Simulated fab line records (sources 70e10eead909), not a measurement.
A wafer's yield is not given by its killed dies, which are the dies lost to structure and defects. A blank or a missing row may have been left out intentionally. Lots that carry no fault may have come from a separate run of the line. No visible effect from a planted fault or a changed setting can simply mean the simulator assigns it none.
Which tool did it? -- flow nandHarc -- 14 lots, 41 wafers sampled, at 5 steps of a route of 1302

== WHAT THE GAUGES READ, wafer by wafer ==
NHARC_P_STI_INSPECT_11.
lot,measured,on,rawDefectCount
L365,day 3 11:02,defectInspect-02,5 6 10
L366,day 3 14:58,defectInspect-02,2 3 5
L367,day 4 00:37,defectInspect-02,4 10 4
L368,day 4 12:58,defectInspect-01,4 4 1
L370,day 5 06:19,defectInspect-01,6 2 6
L371,day 5 19:05,defectInspect-02,4 10 6
L372,day 6 02:48,defectInspect-02,7 2 4
L373,day 6 12:50,defectInspect-01,7 3 6
L375,day 7 10:05,defectInspect-02,6 6 8
L376,day 7 19:05,defectInspect-01,5 3 8
L378,day 8 14:49,defectInspect-02,9 4 9
L385,day 11 13:41,defectInspect-01,6 10
L386,day 12 00:45,defectInspect-01,6 3 4
L387,day 12 10:28,defectInspect-01,6 7 2

NHARC_P_STI_OCD_MEAS_43.
lot,measured,on,trenchDepthNm (nm),trenchFootCdNm (nm)
L365,day 3 12:14,ocd-01,301 300 297,156.8 159.5 159.2
L366,day 3 16:09,ocd-02,308 299 298,153.2 159.6 158.2
L367,day 4 01:47,ocd-01,300 296 299,159.7 159.0 160.1
L368,day 4 14:08,ocd-02,303 294 296,158.2 158.0 157.9
L370,day 5 07:29,ocd-02,304 302 301,155.3 159.7 161.0
L371,day 5 20:15,ocd-01,300 307 306,160.0 157.9 157.9
L372,day 6 04:01,ocd-01,296 295 299,154.3 153.2 153.2
L373,day 6 14:03,ocd-01,308 301 297,155.9 159.5 157.0
L375,day 7 11:16,ocd-02,308 300 298,158.0 156.4 155.8
L376,day 7 20:16,ocd-01,304 297 307,156.5 154.7 157.9
L378,day 8 15:59,ocd-01,308 302 300,157.1 161.1 156.8
L385,day 11 14:53,ocd-02,303 303,155.6 157.6
L386,day 12 01:55,ocd-02,298 297 298,155.0 155.2 155.4
L387,day 12 11:38,ocd-01,296 298 303,157.1 162.0 160.1

NHARC_END_SORT_01.
lot,measured,on,killedAtArray,killedAtOther,killedAtPeriphery,killedDies,killedOpen,killedShort
L367,day 27 16:13,prober-02,38 47 34,0 0 3,1 6 1,39 53 38,3 8 0,2 2 2
L378,day 30 14:45,prober-01,57 104 90,0 0 1,2 5 4,59 109 95,2 1 3,0 1 2

== WHICH TOOL RAN EACH LOT (tool, then ch and the chambers of the sampled wafers, then the start) ==
lot,NHARC_P_STI_CMP_21,NHARC_P_GATE_ETCH_32
L365,"cmp-02 ch 1,2,3, day 4 08:06","rieSi-06 ch 2,3, day 5 17:39"
L366,"cmp-01 ch 0,1,3, day 4 08:06","rieSi-02 ch 0,1,3, day 5 17:32"
L367,"cmp-04 ch 0,1,2, day 4 21:41","rieSi-01 ch 0,1,2, day 6 18:17"
L368,"cmp-02 ch 0,1,3, day 5 06:27","rieSi-02 ch 0,2,3, day 6 18:06"
L370,"cmp-01 ch 1,2,3, day 6 00:46","rieSi-01 ch 0,1,2, day 7 12:29"
L371,"cmp-01 ch 0,1,3, day 6 16:23","rieSi-01 ch 0,2,3, day 8 01:17"
L372,"cmp-02 ch 0,1, day 7 00:12","rieSi-06 ch 0,1,2, day 8 07:52"
L373,"cmp-04 ch 0,1, day 7 07:29","rieSi-02 ch 0,3, day 8 15:09"
L375,"cmp-01 ch 0,2, day 8 04:28","rieSi-06 ch 0,1,3, day 9 15:55"
L376,"cmp-01 ch 0,1,2, day 8 12:40","rieSi-01 ch 0,1,2, day 9 19:46"
L378,"cmp-02 ch 0,1,3, day 9 20:12","rieSi-01 ch 0,1,3, day 11 08:21"
L385,"cmp-02 ch 2,3, day 12 09:14","rieSi-06 ch 0,1, day 13 16:01"
L386,"cmp-01 ch 0,1,2, day 12 19:17","rieSi-06 ch 1,2,3, day 14 03:22"
L387,"cmp-02 ch 1,2, day 13 08:17","rieSi-06 ch 1,2, day 14 18:58"
- NHARC_P_STI_CMP_21: polishes, t overpolish 20 s, target thk 380.67 nm.
- NHARC_P_GATE_ETCH_32: etches the open film in HBr/Cl2, target depth 150 nm, time 100.1 s.

== AS READ BY THE TOOLS THEMSELVES (means over the sampled wafers that have a number; for cases with no such wafer, the mark the record gives instead) ==
NHARC_P_STI_CMP_21.
lot,tool,motorCurrentA (A),overpolishRunS (s)
L365,cmp-02,11.4,20.002
L366,cmp-01,12.5,19.994
L367,cmp-04,11.2,19.999
L368,cmp-02,13.0,19.999
L370,cmp-01,12.5,19.999
L371,cmp-01,12.2,20.000
L372,cmp-02,13.6,19.998
L373,cmp-04,11.4,19.997
L375,cmp-01,12.1,19.994
L376,cmp-01,12.4,20.001
L378,cmp-02,12.4,20.001
L385,cmp-02,11.9,20.001
L386,cmp-01,12.8,20.003
L387,cmp-02,10.7,20.000

NHARC_P_GATE_ETCH_32.
lot,tool,drypumpMotorCurrentA (A),oesProductAu (a.u.),rfFwdPowerW (W),throttleValvePct (%)
L365,rieSi-06,5.6,1.004,397.1,26.404
L366,rieSi-02,5.4,1.001,396.1,26.409
L367,rieSi-01,5.7,1.002,397.5,26.411
L368,rieSi-02,5.7,0.996,396.6,26.393
L370,rieSi-01,5.7,1.013,399.0,26.407
L371,rieSi-01,6.2,0.999,397.8,26.407
L372,rieSi-06,5.7,0.989,397.7,26.407
L373,rieSi-02,5.8,0.999,397.5,26.408
L375,rieSi-06,6.0,1.009,397.4,26.407
L376,rieSi-01,5.7,1.010,397.9,26.406
L378,rieSi-01,5.9,1.008,396.9,26.414
L385,rieSi-06,5.8,1.119,398.1,26.399
L386,rieSi-06,5.7,1.074,396.9,26.405
L387,rieSi-06,5.6,1.068,398.1,26.416

== THE ANSWER, worked out from the rows above alone ==
Rule: usual is defined by the lots themselves. Put in order of their means at a reading, lots are off if they are a third of the lots or fewer, leave a main group of 4 or more, and stand apart from it by a gap of 3 or more times the standard deviation of the main group's means; of several such gaps the widest counts. Not used: any main group whose means are identical at the precision the tables above print for the reading. Also off: a lot with no number at a reading for which 4 or more lots have one. Any other lot the step has rows for is counted as sound. After the gauges, taken in route order, come the tools' own readings; for these a lot's mean is taken, as printed above. At the first step where some lot is off, the reading lying furthest off is the one used; lots without a number count as furthest.
Off: L385, L386, L387 (NHARC_P_GATE_ETCH_32, oesProductAu). Mean 1.003 a.u. and standard deviation 0.0067 in the main group.
A tool fits if, at that step or a process step before it, it ran every lot that is off, and no sound lot after the first of them. One fits: rieSi-06 at NHARC_P_GATE_ETCH_32. A fault onset in the window from L375 (day 9 15:55, its last sound lot) to L385 (day 13 16:01, its first lot off) fits.
The tool's own readings at NHARC_P_GATE_ETCH_32 bear it out: on the lots that are off they differ by more than 5 times the standard deviation of the sound lots' means. oesProductAu reads 1.087 a.u. there against 1.003 a.u. on the sound lots.

== WHAT THE SIMULATOR HAD INSERTED ==
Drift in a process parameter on rieSi-06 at NHARC_P_GATE_ETCH_32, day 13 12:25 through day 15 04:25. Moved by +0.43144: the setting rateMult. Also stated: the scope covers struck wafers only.
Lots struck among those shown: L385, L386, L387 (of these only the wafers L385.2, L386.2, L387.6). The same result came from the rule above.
